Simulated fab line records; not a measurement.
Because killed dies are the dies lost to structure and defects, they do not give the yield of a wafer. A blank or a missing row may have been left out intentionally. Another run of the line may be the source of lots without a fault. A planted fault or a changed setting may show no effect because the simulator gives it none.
Matching of chambers	flow nandHarc	NHARC_P_GATE_DESCUM_93 on rieDiel-10 has 4 sister chambers
The step chemistry O2, time 3 s. 8 wafers are shown with their chamber, then 8 later ones without.

EACH WAFER AND ITS CHAMBER
wafer	chamber	drypumpMotorCurrentA (A)	oesProductAu (a.u.)
L703.1	1	6.0	0.992
L710.1	3	5.6	0.983
L710.2	2	6.1	0.993
L710.4	0	5.4	0.995
L711.1	0	5.5	0.998
L711.5	2	6.1	0.989
L711.6	1	6.0	1.001
L715.1	3	5.6	0.988

WAFERS WHOSE CHAMBER IS MISSING
wafer	drypumpMotorCurrentA (A)	oesProductAu (a.u.)
L715.2	6.1	0.999
L715.4	5.4	0.992
L716.3	6.0	1.002
L716.4	6.1	1.000
L716.5	6.1	1.005
L718.2	6.1	0.993
L718.3	5.6	0.993
L718.4	5.5	0.983

CHAMBER TAKEN BY EACH
wafer	from the rows above	in truth
L715.2	can't be placed: 2 or 1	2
L715.4	0	0
L716.3	1	1
L716.4	can't be placed: 2 or 1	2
L716.5	can't be placed: 2 or 1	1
L718.2	2	2
L718.3	3	3
L718.4	can't be placed: 3 or 0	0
Correct placement for 4 of the 8. Can't be placed from these rows: 4 (the true chamber is among the candidates in 4). 0 placed wrongly.
How it was worked out, from the rows above alone: a wafer's distance from a chamber is the root of the sum, over the readings, of the square of ((its reading less the chamber's mean) divided by the reading's scatter). The wafer belongs to the nearest chamber; if the next one is less than 2 further off, it can't be placed. The mean given for a chamber averages the wafers shown for that chamber. The scatter is the square root of a quotient: the sum, over the shown wafers, of each reading's squared deviation from its chamber's mean, divided by wafers minus chambers.
